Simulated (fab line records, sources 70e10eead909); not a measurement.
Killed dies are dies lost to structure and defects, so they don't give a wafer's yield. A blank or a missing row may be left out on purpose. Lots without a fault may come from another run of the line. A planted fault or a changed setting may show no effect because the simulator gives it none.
Chamber matching | flow nand_harc | NHARC_A_CHANNEL_HOLE_D1_ETCH_44 on rie_diel-13: 4 sister chambers
The step etches the open film in CF4/O2, target depth 140 nm, overetch 14 nm, time 77 s. 4 wafers are shown with their chamber, then 9 later ones without.

WAFERS WITH THEIR CHAMBER
wafer  | chamber | showerhead_plenum_p_Torr (Torr)
L154.2 | 0       | 1.33
L154.4 | 3       | 1.27
L166.4 | 1       | 1.38
L166.6 | 2       | 1.27

WAFERS WITHOUT THEIR CHAMBER
wafer  | showerhead_plenum_p_Torr (Torr)
L167.2 | 1.26
L167.3 | 1.33
L167.5 | 1.33
L168.1 | 1.38
L168.2 | 1.27
L168.4 | 1.26
L171.4 | 1.26
L171.5 | 1.26
L171.6 | 1.33

WHICH CHAMBER EACH WENT THROUGH
wafer  | from the rows above     | in truth
L167.2 | can't be placed: 2 or 3 | 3
L167.3 | 0                       | 0
L167.5 | 0                       | 0
L168.1 | 1                       | 1
L168.2 | can't be placed: 2 or 3 | 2
L168.4 | can't be placed: 2 or 3 | 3
L171.4 | can't be placed: 2 or 3 | 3
L171.5 | can't be placed: 2 or 3 | 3
L171.6 | 0                       | 0
Placed correctly: 4 of 9. Can't be placed from these rows: 5 (the true chamber is among the candidates in 5). Placed wrongly: 0.
How it was worked out, from the rows above alone: a wafer's distance from a chamber is the root of the sum, over the readings, of the square of ((its reading less the chamber's mean) divided by the reading's scatter). The wafer belongs to the nearest chamber; if the next one is less than 2 further off, it can't be placed. A chamber's mean is the mean of its shown wafers. The scatter: with one shown wafer a chamber, the root of the mean of the squares of how far each hidden wafer lies from its nearest shown one.
